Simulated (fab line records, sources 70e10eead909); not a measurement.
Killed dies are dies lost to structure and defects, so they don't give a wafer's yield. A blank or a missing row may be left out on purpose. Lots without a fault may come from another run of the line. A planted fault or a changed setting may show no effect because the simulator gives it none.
fab line records | flow nand_harc
record lots=24 wafers=72 last_day=33
route steps=1302 shown A_M0@1148 A_M1@1183 THIN_TSV@1272
lots that met no fault: from a run of the same line without faults
start_h: hours from the record's first day to the start of the lot's first wafer shown | wait_h: hours since the lot's step before | " the same as in the row above | L1.1+2: a row that stands for several wafers | - no value, or no start given | * or withheld: withheld | < > ~ a bound
route shown NAME@n: a module of which the file shows steps, and the number in the route of the first | usual: mean/standard deviation of fault-free wafers | same: alike in all rows | chamber/n: place in a boat | sites: the reading at each site | _std_site: their standard deviation | _edge_site: outer sites' mean less inner sites' | radius_mm: how far each site lies from the wafer's centre | mask NAME#n: copy n | behind: the tool/chamber that last shaped the wafer | hold: why the lot was held/for how many hours/how that ended | device: the transistor (n, p or np) that didn't switch | end of line: the same wafers' tests at the end of the route | a step without rows: its recipe alone | killed: dies lost to structure and defects at the first sort, not the wafer's yield | map: a wafer's dies, x killed, . not, _ none there
set.NAME: the setting as run; set.NAME@STEP: as run at that earlier step | model.NAME: the simulator's own value behind a step, which no gauge read
steps of the route over a sample of lots; a table a step, a row a wafer
services: from which hour (start_h, from the record's first day; less than 0 if before it) a tool's chamber was out of use, for how many hours, and why
## steps
# step NHARC_A_M0_OVL_MEAS_10
# recipe pitch_nm=160
# usual overlay_x_nm=0.0/0.73 overlay_y_nm=-0.2/0.74
# columns lot.wafer tool chamber start_h wait_h overlay_x_nm overlay_y_nm
L074.1 overlay-02 - 512.12 - 0.5 -1.7
L074.3 " - " " 0.0 -1.1
L074.4 " - " " 0.8 -1.4
L075.1 overlay-01 - 540.44 - -0.2 -0.4
L075.3 " - " " -0.5 0.0
L075.5 " - " " -0.2 -0.1
L077.1 overlay-01 - 541.30 - -1.8 -0.8
L077.2 " - " " -1.7 -0.9
L077.3 " - " " -1.6 -0.2
L076.2 overlay-01 - 547.61 - -0.5 0.0
L076.4 " - " " -0.6 0.4
L076.5 " - " " -0.6 -0.1
L078.4 overlay-01 - 560.78 - -0.5 0.0
L078.5 " - " " 0.0 0.3
L078.6 " - " " -0.1 0.2
L079.1 overlay-01 - 579.28 - -0.5 0.1
L079.4 " - " " 0.3 0.4
L079.6 " - " " 0.2 0.6
L081.3 overlay-02 - 585.35 - -1.0 -0.4
L081.4 " - " " -1.0 -0.6
L081.5 " - " " -0.5 -0.5
L080.1 overlay-02 - 590.44 - -0.3 0.2
L080.4 " - " " -0.6 0.4
L080.5 " - " " -0.8 0.4
L083.3 overlay-02 - 596.87 - 1.1 0.7
L083.5 " - " " 0.9 0.5
L083.6 " - " " 1.6 0.8
L082.4 overlay-02 - 600.61 - -0.3 0.7
L082.5 " - " " -0.4 0.1
L082.6 " - " " -0.5 -0.1
L084.3 overlay-01 - 615.69 - -0.4 -1.0
L084.4 " - " " -0.2 -1.2
L084.6 " - " " -0.3 -1.3
L085.1 overlay-02 - 619.40 - 1.2 0.9
L085.5 " - " " 1.2 1.1
L085.6 " - " " 1.6 1.4
L086.1 overlay-01 - 647.57 - 0.5 -0.6
L086.4 " - " " 0.1 -1.0
L086.5 " - " " -0.5 -0.7
L087.2 overlay-01 - 653.56 - 0.4 -0.9
L087.3 " - " " 0.6 -0.5
L087.5 " - " " -0.1 -0.7
L089.1 overlay-01 - 672.15 - -0.5 -0.6
L089.2 " - " " -0.3 -0.8
L089.6 " - " " -0.5 -1.1
L088.1 overlay-02 - 673.36 - -0.7 0.5
L088.3 " - " " -0.2 1.0
L088.4 " - " " -0.2 0.9
L090.2 overlay-01 - 679.66 - -0.7 0.7
L090.4 " - " " -0.7 1.0
L090.5 " - " " -0.5 1.5
L091.1 overlay-01 - 683.97 - 0.3 -0.5
L091.3 " - " " 0.4 -0.7
L091.4 " - " " 0.1 0.1
L092.1 overlay-01 - 720.24 - 0.0 -0.7
L092.4 " - " " 0.2 -1.2
L092.6 " - " " -0.3 -1.1
L093.2 overlay-02 - 728.86 - 0.6 -1.2
L093.4 " - " " 0.5 -1.1
L093.6 " - " " 0.3 -0.5
L094.3 overlay-02 - 729.35 - -0.2 -0.4
L094.4 " - " " 0.1 -0.8
L094.5 " - " " 0.7 0.2
L095.2 overlay-01 - 737.29 - 1.2 -0.8
L095.4 " - " " 1.0 -0.6
L095.6 " - " " 1.4 0.4
L096.1 overlay-02 - 757.48 - 0.1 -0.5
L096.3 " - " " 0.3 -0.5
L096.6 " - " " 0.4 -0.7
L097.1 overlay-02 - 760.00 - 0.0 0.1
L097.4 " - " " 0.2 -0.1
L097.5 " - " " 0.1 0.6
# step NHARC_A_M0_DEGAS_28
# recipe temp_c=250 time_s=60
# usual heater_power_w=320/21
# same time_s=60
# columns lot.wafer tool chamber start_h wait_h heater_power_w
L074.3 pvd_sputter-02 - 513.13 - 322
L074.4 " - " " 331
L074.1 " - " " 328
L075.1 pvd_sputter-02 - 541.46 - 329
L075.3 " - " " 329
L075.5 " - " " 333
L077.2 pvd_sputter-02 - 542.32 - 322
L077.3 " - " " 325
L077.1 " - " " 328
L076.4 pvd_sputter-01 - 548.63 - 281
L076.2 " - " " 335
L076.5 " - " " 338
L078.4 pvd_sputter-03 - 561.80 - 332
L078.6 " - " " 334
L078.5 " - " " 321
L079.1 pvd_sputter-03 - 580.33 - 337
L079.4 " - " " 322
L079.6 " - " " 319
L081.4 pvd_sputter-03 - 586.36 - 320
L081.3 " - " " 311
L081.5 " - " " 333
L080.1 pvd_sputter-03 - 591.46 - 308
L080.4 " - " " 336
L080.5 " - " " 322
L083.3 pvd_sputter-03 - 597.92 - 310
L083.6 " - " " 321
L083.5 " - " " 322
L082.4 pvd_sputter-03 - 601.62 - 306
L082.6 " - " " 314
L082.5 " - " " 319
L084.3 pvd_sputter-02 - 616.71 - 327
L084.4 " - " " 331
L084.6 " - " " 331
L085.1 pvd_sputter-02 - 620.43 - 332
L085.6 " - " " 327
L085.5 " - " " 330
L086.4 pvd_sputter-03 - 648.58 - 315
L086.1 " - " " 329
L086.5 " - " " 311
L087.3 pvd_sputter-01 - 654.64 - 376
L087.2 " - " " 294
L087.5 " - " " 362
L089.2 pvd_sputter-03 - 673.17 - 310
L089.1 " - " " 318
L089.6 " - " " 322
L088.4 pvd_sputter-01 - 674.38 - 373
L088.1 " - " " 322
L088.3 " - " " 295
L090.4 pvd_sputter-02 - 680.68 - 304
L090.2 " - " " 325
L090.5 " - " " 324
L091.3 pvd_sputter-01 - 684.99 - 374
L091.1 " - " " 304
L091.4 " - " " 268
L092.1 pvd_sputter-01 - 721.35 - 372
L092.4 " - " " 312
L092.6 " - " " 312
L093.4 pvd_sputter-03 - 729.88 - 310
L093.2 " - " " 313
L093.6 " - " " 314
L094.4 pvd_sputter-01 - 730.39 - 381
L094.3 " - " " 311
L094.5 " - " " 294
L095.2 pvd_sputter-01 - 738.35 - 298
L095.4 " - " " 271
L095.6 " - " " 292
L096.1 pvd_sputter-03 - 758.51 - 336
L096.3 " - " " 312
L096.6 " - " " 302
L097.1 pvd_sputter-02 - 761.05 - 315
L097.4 " - " " 331
L097.5 " - " " 308
# step NHARC_A_M1_ETCH_35
# recipe target_depth_a=400 overetch_a=120 time_s=43.94 ion_energy_ev=200 n2_flow_sccm=150 h2_flow_sccm=150 ar_flow_sccm=0 rf_w=400 bias_w=150 chemistry=N2/H2
# usual drypump_motor_current_A=5.8/0.52 oes_product_au=1.002/0.0076 rf_vpp_V=430.9/2.7 showerhead_plenum_p_Torr=2.05/0.087 throttle_valve_pct=14.170/0.008
# same time_s=43.94
# columns lot.wafer tool chamber start_h wait_h drypump_motor_current_A oes_product_au rf_hours_counter_h rf_vpp_V showerhead_plenum_p_Torr throttle_valve_pct
L074.1 rie_diel-12 2 516.38 0.1 5.5 1.016 1.3 429.2 1.96 14.170
L074.3 " 3 " " 6.7 1.007 1.3 429.7 2.00 14.161
L074.4 " 0 " " 5.2 1.014 1.4 431.2 2.08 14.163
L075.1 rie_diel-10 1 544.55 0.1 5.0 0.998 5.6 433.5 2.15 14.168
L075.3 " 2 " " 5.7 1.022 5.8 429.0 2.01 14.186
L075.5 " 0 " " 6.3 0.994 - 435.5 2.19 14.170
L077.2 rie_diel-10 0 545.55 0.1 6.2 1.009 5.9 435.3 2.19 14.159
L077.3 " 1 " " 5.0 1.004 5.7 433.0 2.15 14.167
L077.1 " 2 " " 5.6 1.010 5.9 429.4 2.01 14.170
L076.2 rie_diel-10 2 551.92 0.1 5.6 1.001 5.9 428.8 2.01 14.175
L076.4 " 0 " " 6.2 0.979 6.0 434.6 2.19 14.159
L076.5 " 2 " " 5.6 1.006 - 430.9 2.01 14.178
L078.4 rie_diel-12 2 565.16 0.1 5.5 1.000 2.7 427.5 1.96 14.170
L078.6 " 1 " " 6.0 1.013 - 432.3 2.10 14.181
L078.5 " 2 " " 5.5 1.005 - 429.5 1.96 14.166
L079.4 rie_diel-12 2 583.57 0.1 5.5 1.019 3.3 427.3 1.96 14.165
L079.1 " 0 " " 5.2 1.009 3.5 430.7 2.08 14.172
L079.6 " 2 " " 5.5 1.005 - 428.7 1.96 14.173
L081.3 rie_diel-10 1 589.59 0.1 5.0 1.005 8.3 434.2 2.15 14.177
L081.4 " 2 " " 5.6 1.021 8.7 429.8 2.01 14.158
L081.5 " 3 " " 6.1 0.986 - 430.0 1.94 14.160
L080.4 rie_diel-12 3 594.71 0.1 6.7 1.005 4.0 430.5 1.99 14.172
L080.1 " 0 " " 5.2 1.004 3.9 431.8 2.08 14.171
L080.5 " 1 " " 6.0 1.004 - 431.0 2.10 14.164
L083.3 rie_diel-05 0 601.13 0.1 5.6 0.983 1.1 428.9 1.97 14.168
L083.5 " 1 " " 5.3 0.998 - 424.5 1.89 14.182
L083.6 " 2 " " 6.3 0.996 - 431.9 2.05 14.182
L082.4 rie_diel-12 3 604.72 0.1 6.7 1.005 4.1 430.5 1.99 14.180
L082.5 " 1 " " 6.0 1.007 - 432.8 2.10 14.171
L082.6 " 2 " " 5.5 1.000 - 429.6 1.96 14.169
L084.3 rie_diel-12 1 619.97 0.1 6.0 1.008 3.5 434.0 2.10 14.175
L084.4 " 2 " " 5.5 1.008 4.3 428.9 1.96 14.179
L084.6 " 1 " " 6.0 0.997 - 431.1 2.10 14.169
L085.1 rie_diel-05 1 623.50 0.1 5.3 0.995 2.9 425.6 1.89 14.169
L085.5 " 1 " " 5.3 0.985 - 426.1 1.89 14.174
L085.6 " 2 " " 6.3 1.006 - 431.2 2.05 14.168
L086.1 rie_diel-12 1 651.81 0.1 6.0 1.006 0.6 433.4 2.10 14.183
L086.4 " 2 " " 5.5 1.004 0.6 428.2 1.96 14.175
L086.5 " 0 " " 5.2 1.003 - 433.3 2.08 14.168
L087.2 rie_diel-12 3 658.07 0.1 6.7 0.993 0.7 431.0 1.99 14.170
L087.3 " 0 " " 5.2 1.003 0.9 432.1 2.08 14.165
L087.5 " 0 " " 5.2 0.999 - 431.6 2.08 14.161
L089.1 rie_diel-10 3 676.27 0.1 6.1 1.005 3.9 427.7 1.94 14.160
L089.2 " 1 " " 5.0 1.012 3.9 433.1 2.15 14.171
L089.6 " 0 " " 6.3 1.004 - 434.8 2.19 14.176
L088.3 rie_diel-12 3 677.62 0.1 6.7 0.996 1.1 428.6 1.99 14.169
L088.1 " 1 " " 6.0 1.004 1.3 432.0 2.10 14.164
L088.4 " 2 " " 5.5 1.000 1.2 428.9 1.96 14.174
L090.4 rie_diel-12 1 683.75 0.1 6.0 1.000 1.7 431.7 2.10 14.165
L090.2 " 2 " " 5.5 1.010 1.6 427.2 1.96 14.171
L090.5 " 1 " " 6.0 1.002 - 433.5 2.10 14.171
L091.1 rie_diel-12 3 688.20 0.1 6.7 0.996 1.7 429.7 1.99 14.168
L091.3 " 0 " " 5.2 1.007 1.8 432.4 2.08 14.174
L091.4 " 3 " " 6.7 0.990 - 429.1 1.99 14.196
L092.1 rie_diel-10 0 724.42 0.1 6.2 0.998 6.9 434.1 2.19 14.167
L092.4 " 2 " " 5.6 1.001 6.8 429.1 2.00 14.169
L092.6 " 0 " " 6.2 1.002 - 435.7 2.19 14.178
L093.2 rie_diel-10 1 733.57 0.1 5.0 1.008 7.6 433.5 2.14 14.164
L093.4 " 2 " " 5.6 1.002 7.2 428.5 2.00 14.181
L093.6 " 1 " " 5.0 1.001 - 433.7 2.14 14.167
L094.3 rie_diel-10 2 734.08 0.1 5.6 1.006 7.3 429.3 2.00 14.177
L094.4 " 3 " " 6.1 1.003 6.8 427.0 1.94 14.156
L094.5 " 3 " " 6.1 1.009 - 427.6 1.94 14.172
L095.4 rie_diel-05 1 741.61 0.1 5.3 1.001 9.2 427.5 1.89 14.190
L095.2 " 0 " " 5.6 1.006 9.2 428.8 1.97 14.166
L095.6 " 1 " " 5.3 1.002 - 424.9 1.89 14.154
L096.1 rie_diel-10 2 761.91 0.1 5.6 0.997 7.8 429.2 2.00 14.169
L096.3 " 0 " " 6.3 0.993 7.8 434.4 2.19 14.171
L096.6 " 1 " " 5.0 1.011 - 433.0 2.14 14.168
L097.4 rie_diel-10 3 764.53 0.1 6.1 1.011 7.8 426.3 1.94 14.172
L097.1 " 0 " " 6.2 1.010 8.2 433.0 2.19 14.176
L097.5 " 1 " " 5.0 1.013 - 433.5 2.14 14.167
# step NHARC_A_M1_STRIP_18
# recipe power_w=1000 n2_flow_sccm=150 h2_flow_sccm=150 ar_flow_sccm=0 bias_w=0 chemistry=N2/H2
# usual drypump_motor_current_A=5.7/0.53 oes_product_au=0.998/0.0089 power_w=1000/3.1 rf_vpp_V=90.6/0.98 showerhead_plenum_p_Torr=2.03/0.083 throttle_valve_pct=14.171/0.0086
# columns lot.wafer tool chamber start_h wait_h drypump_motor_current_A oes_product_au power_w rf_hours_counter_h rf_vpp_V showerhead_plenum_p_Torr throttle_valve_pct
L074.4 rie_diel-10 0 516.70 0.1 6.2 0.997 1002 4.3 90.9 2.19 14.174
L074.1 " 1 " " 5.0 1.014 996 4.2 89.6 2.15 14.175
L074.3 " 2 " " 5.6 1.024 1000 4.5 89.8 2.01 14.190
L075.1 rie_diel-12 0 544.84 0.1 5.2 1.005 993 2.6 91.1 2.08 14.181
L075.3 " 1 " " 6.0 1.006 998 1.8 91.6 2.10 14.175
L075.5 " 1 " " 6.0 1.009 998 - 91.5 2.10 14.173
L077.1 rie_diel-12 1 545.84 0.1 6.0 0.999 997 1.9 92.6 2.10 14.182
L077.3 " 2 " " 5.5 0.990 993 2.5 90.1 1.96 14.166
L077.2 " 3 " " 6.7 0.990 1003 2.6 89.2 1.99 14.165
L076.4 rie_diel-05 0 552.23 0.1 5.6 0.999 1001 12.1 90.8 1.97 14.179
L076.2 " 2 " " 6.2 0.994 999 10.7 91.0 2.05 14.176
L076.5 " 0 " " 5.6 1.004 1001 - 92.0 1.97 14.175
L078.4 rie_diel-05 3 565.44 0.1 5.0 0.990 1001 10.1 89.6 2.15 14.184
L078.6 " 3 " " 5.0 0.998 1004 - 90.9 2.15 14.167
L078.5 " 0 " " 5.6 0.992 1007 - 88.9 1.97 14.168
L079.4 rie_diel-12 3 583.92 0.1 6.7 1.009 1000 3.4 90.9 1.99 14.182
L079.1 " 0 " " 5.2 1.008 1007 3.5 91.3 2.08 14.182
L079.6 " 2 " " 5.5 1.005 997 - 89.6 1.96 14.177
L081.3 rie_diel-10 3 589.93 0.1 6.1 0.993 1002 9.5 90.4 1.94 14.171
L081.4 " 0 " " 6.2 0.995 1004 9.1 90.5 2.19 14.171
L081.5 " 2 " " 5.6 1.012 1001 - 91.5 2.01 14.172
L080.1 rie_diel-05 1 595.00 0.1 5.3 0.997 1000 0.7 89.4 1.89 14.168
L080.4 " 0 " " 5.6 0.996 994 0.5 91.3 1.97 14.168
L080.5 " 2 " " 6.3 0.988 1003 - 89.9 2.05 14.187
L083.3 rie_diel-05 0 601.48 0.1 5.6 0.998 998 1.2 89.9 1.97 14.172
L083.6 " 1 " " 5.3 0.989 1003 - 89.9 1.89 14.175
L083.5 " 2 " " 6.3 0.993 1005 - 92.4 2.05 14.184
L082.4 rie_diel-05 1 605.05 0.1 5.3 0.980 996 2.2 90.1 1.89 14.184
L082.6 " 3 " " 5.0 1.008 1004 - 90.9 2.15 14.171
L082.5 " 0 " " 5.6 0.999 1001 - 89.3 1.97 14.180
L084.3 rie_diel-05 0 620.26 0.1 5.6 0.994 1000 1.9 89.6 1.97 14.194
L084.4 " 2 " " 6.3 1.001 1000 2.9 89.9 2.05 14.187
L084.6 " 0 " " 5.6 0.998 1001 - 89.4 1.97 14.172
L085.1 rie_diel-05 2 623.84 0.1 6.3 0.988 1000 3.2 90.3 2.05 14.172
L085.6 " 0 " " 5.6 0.990 995 - 89.8 1.97 14.176
L085.5 " 1 " " 5.4 0.989 1001 - 89.2 1.89 14.174
L086.4 rie_diel-05 3 652.12 0.1 5.0 1.010 998 2.7 90.8 2.15 14.165
L086.1 " 0 " " 5.6 1.001 1004 2.5 88.8 1.97 14.168
L086.5 " 2 " " 6.3 1.003 1002 - 90.5 2.05 14.172
L087.2 rie_diel-12 1 658.36 0.1 6.0 1.007 1007 0.8 92.1 2.10 14.172
L087.3 " 3 " " 6.6 0.997 995 0.8 90.5 1.99 14.163
L087.5 " 2 " " 5.5 0.987 1000 - 91.2 1.96 14.158
L089.2 rie_diel-12 1 676.59 0.1 6.0 1.003 995 1.2 91.5 2.10 14.151
L089.1 " 2 " " 5.5 1.003 1000 1.1 90.9 1.96 14.176
L089.6 " 0 " " 5.2 0.999 1002 - 90.2 2.08 14.179
L088.4 rie_diel-05 1 677.91 0.1 5.3 0.997 1002 5.3 88.3 1.89 14.180
L088.1 " 2 " " 6.3 0.986 994 5.6 91.7 2.05 14.168
L088.3 " 3 " " 5.0 0.996 995 4.7 90.7 2.15 14.168
L090.2 rie_diel-12 1 684.08 0.1 6.0 0.998 1005 1.8 90.9 2.10 14.161
L090.4 " 0 " " 5.2 0.996 1005 - 88.6 2.08 14.177
L090.5 " 1 " " 6.0 1.009 999 - 91.3 2.10 14.176
L091.1 rie_diel-05 2 688.52 0.1 6.3 0.993 1003 6.2 91.1 2.05 14.151
L091.4 " 3 " " 5.0 0.995 999 5.8 91.9 2.15 14.173
L091.3 " 1 " " 5.3 0.986 999 6.0 90.3 1.89 14.160
L092.1 rie_diel-12 2 724.71 0.1 5.5 1.004 1000 3.1 90.8 1.96 14.162
L092.4 " 1 " " 6.0 1.021 1003 3.2 91.0 2.10 14.168
L092.6 " 3 " " 6.7 1.006 998 - 91.9 1.99 14.171
L093.4 rie_diel-12 3 733.86 0.1 6.7 0.988 1001 2.8 92.3 1.99 14.189
L093.2 " 1 " " 6.0 1.007 1001 3.8 90.5 2.10 14.172
L093.6 " 3 " " 6.7 0.986 997 - 90.4 1.99 14.165
L094.4 rie_diel-12 0 734.40 0.1 5.3 1.000 1005 3.5 90.3 2.08 14.177
L094.3 " 1 " " 6.0 0.995 998 3.9 89.9 2.10 14.182
L094.5 " 0 " " 5.3 0.997 1004 - 91.9 2.08 14.167
L095.2 rie_diel-05 0 741.93 0.1 5.6 0.991 998 9.3 91.1 1.97 14.162
L095.4 " 1 " " 5.3 0.997 1000 9.3 89.5 1.89 14.161
L095.6 " 3 " " 5.0 0.994 1008 - 92.2 2.15 14.172
L096.3 rie_diel-12 0 762.22 0.1 5.3 0.992 1000 4.3 91.3 2.08 14.162
L096.1 " 2 " " 5.5 1.004 997 4.3 89.9 1.96 14.182
L096.6 " 0 " " 5.2 1.003 1001 - 90.0 2.08 14.171
L097.4 rie_diel-12 3 764.93 0.1 6.7 0.990 997 3.6 90.9 1.99 14.155
L097.1 " 2 " " 5.5 1.005 1002 4.4 89.5 1.96 14.179
L097.5 " 0 " " 5.2 0.991 999 - 89.9 2.08 14.182
# step NHARC_A_M1_THK_MEAS_24
# recipe thk_meas_gauge=xrf
# usual thk_nm=154.2/1.5
# columns lot.wafer tool chamber start_h wait_h thk_nm
L074.1 film_metro-02 - 518.73 - 154.2
L074.3 " - " " 156.5
L074.4 " - " " 155.8
L075.1 film_metro-01 - 546.87 - 154.5
L075.3 " - " " 151.7
L075.5 " - " " 152.6
L077.1 film_metro-02 - 547.88 - 153.7
L077.2 " - " " 153.0
L077.3 " - " " 152.7
L076.2 film_metro-02 - 554.25 - 153.7
L076.4 " - " " 155.1
L076.5 " - " " 155.5
L078.4 film_metro-01 - 567.47 - 155.8
L078.5 " - " " 153.6
L078.6 " - " " 154.5
L079.1 film_metro-01 - 585.93 - 155.2
L079.4 " - " " 152.9
L079.6 " - " " 154.3
L081.3 film_metro-02 - 591.91 - 151.5
L081.4 " - " " 154.5
L081.5 " - " " 154.2
L080.1 film_metro-02 - 597.05 - 153.6
L080.4 " - " " 156.6
L080.5 " - " " 153.9
L083.3 film_metro-01 - 603.45 - 153.7
L083.5 " - " " 154.9
L083.6 " - " " 155.2
L082.4 film_metro-02 - 607.05 - 152.5
L082.5 " - " " 154.7
L082.6 " - " " 152.8
L084.3 film_metro-01 - 622.38 - 154.0
L084.4 " - " " 154.1
L084.6 " - " " 155.4
L085.1 film_metro-01 - 625.85 - 154.8
L085.5 " - " " 154.1
L085.6 " - " " 155.7
L086.1 film_metro-02 - 654.13 - 156.4
L086.4 " - " " 155.3
L086.5 " - " " 154.4
L087.2 film_metro-01 - 660.39 - 153.9
L087.3 " - " " 153.0
L087.5 " - " " 153.5
L089.1 film_metro-01 - 678.93 - 153.2
L089.2 " - " " 151.5
L089.6 " - " " 153.1
L088.1 film_metro-02 - 679.95 - 153.2
L088.3 " - " " 154.5
L088.4 " - " " 154.9
L090.2 film_metro-02 - 686.16 - 156.1
L090.4 " - " " 156.1
L090.5 " - " " 156.4
L091.1 film_metro-01 - 690.55 - 154.5
L091.3 " - " " 155.1
L091.4 " - " " 153.7
L092.1 film_metro-01 - 726.74 - 154.9
L092.4 " - " " 152.3
L092.6 " - " " 153.6
L093.2 film_metro-02 - 735.90 - 156.7
L093.4 " - " " 156.7
L093.6 " - " " 154.7
L094.3 film_metro-01 - 736.43 - 157.0
L094.4 " - " " 153.6
L094.5 " - " " 157.0
L095.2 film_metro-02 - 743.95 - 154.0
L095.4 " - " " 153.8
L095.6 " - " " 152.1
L096.1 film_metro-01 - 764.30 - 154.4
L096.3 " - " " 150.5
L096.6 " - " " 153.6
L097.1 film_metro-02 - 766.96 - 153.5
L097.4 " - " " 153.3
L097.5 " - " " 155.4
# step NHARC_THIN_TSV_PVD_19
# recipe target_thk_a=200 chamber_pressure_pa=5 material=TaN
# usual throttle_valve_pct=29.8/1
# columns lot.wafer tool chamber start_h wait_h throttle_valve_pct
L074.1 pvd_sputter-01 - - - 29.4
L074.4 " - " " 30.8
L074.3 " - " " 29.6
L077.3 pvd_sputter-01 - - - 30.3
L077.1 " - " " 30.8
L077.2 " - " " 29.5
L075.1 pvd_sputter-03 - - - 29.7
L075.3 " - " " 29.6
L075.5 " - " " 29.2
L076.2 pvd_sputter-03 - - - 29.3
L076.4 " - " " 29.4
L076.5 " - " " 29.2
L078.4 pvd_sputter-03 - - - 29.7
L078.5 " - " " 29.2
L078.6 " - " " 29.8
L079.1 pvd_sputter-02 - - - 29.1
L079.4 " - " " 31.4
L079.6 " - " " 31.0
L081.4 pvd_sputter-02 - - - 29.4
L081.3 " - " " 31.5
L081.5 " - " " 29.5
L080.1 pvd_sputter-02 - - - 29.3
L080.4 " - " " 30.9
L080.5 " - " " 28.3
L083.3 pvd_sputter-02 - - - 28.0
L083.5 " - " " 29.1
L083.6 " - " " 30.7
L082.4 pvd_sputter-02 - - - 29.4
L082.6 " - " " 29.2
L082.5 " - " " 30.8
L084.4 pvd_sputter-01 - - - 31.6
L084.3 " - " " 29.2
L084.6 " - " " 29.4
L085.1 pvd_sputter-01 - - - 28.9
L085.5 " - " " 29.3
L085.6 " - " " 29.6
L086.4 pvd_sputter-03 - - - 29.4
L086.1 " - " " 29.2
L086.5 " - " " 29.2
L087.3 pvd_sputter-01 - - - 29.2
L087.2 " - " " 29.7
L087.5 " - " " 29.2
L089.2 pvd_sputter-01 - - - 29.8
L089.1 " - " " 29.0
L089.6 " - " " 29.2
L088.3 pvd_sputter-02 - - - 31.0
L088.1 " - " " 29.2
L088.4 " - " " 30.0
L090.4 pvd_sputter-01 - - - 31.8
L090.2 " - " " 28.9
L090.5 " - " " 31.8
L091.3 pvd_sputter-01 - - - 29.3
L091.4 " - " " 31.8
L091.1 " - " " 29.4
L092.1 pvd_sputter-02 - - - 28.3
L092.4 " - " " 30.2
L092.6 " - " " 31.1
L094.4 pvd_sputter-01 - - - 31.8
L094.3 " - " " 29.0
L094.5 " - " " 29.1
L093.2 pvd_sputter-03 - - - 30.0
L093.4 " - " " 30.0
L093.6 " - " " 28.7
L095.4 pvd_sputter-03 - - - 29.6
L095.2 " - " " 30.0
L095.6 " - " " 29.8
L096.3 pvd_sputter-03 - - - 28.9
L096.1 " - " " 29.7
L096.6 " - " " 30.1
L097.4 pvd_sputter-01 - - - 30.8
L097.1 " - " " 28.7
L097.5 " - " " 29.8
## services
# columns tool chamber start_h hours kind
rie_diel-05 0 496.11 4.1 repair
rie_diel-05 1 522.02 4.5 repair
pvd_sputter-03 - 526.00 10.0 pm
rie_diel-10 1 547.13 4.0 repair
pvd_sputter-03 - 558.89 0.7 repair
rie_diel-12 - 561.26 1.0 repair
pvd_sputter-02 - 582.53 2.4 repair
pvd_sputter-01 - 582.87 10.0 pm
rie_diel-05 - 583.80 9.0 pm
rie_diel-10 - 596.50 9.0 pm
pvd_sputter-03 - 612.77 0.6 repair
rie_diel-12 1 621.60 15.4 repair
rie_diel-12 - 622.40 9.0 pm
rie_diel-05 1 649.33 1.8 repair
pvd_sputter-03 - 660.43 8.5 repair
pvd_sputter-02 - 666.29 10.0 pm
rie_diel-12 2 683.95 4.8 repair
pvd_sputter-03 - 704.00 10.0 pm
rie_diel-12 3 707.50 11.6 repair
rie_diel-05 2 727.05 2.0 repair
rie_diel-05 - 760.80 9.0 pm
pvd_sputter-01 - 760.89 10.0 pm
rie_diel-10 - 773.50 9.0 pm
rie_diel-12 2 774.82 10.0 repair
## key
fault none
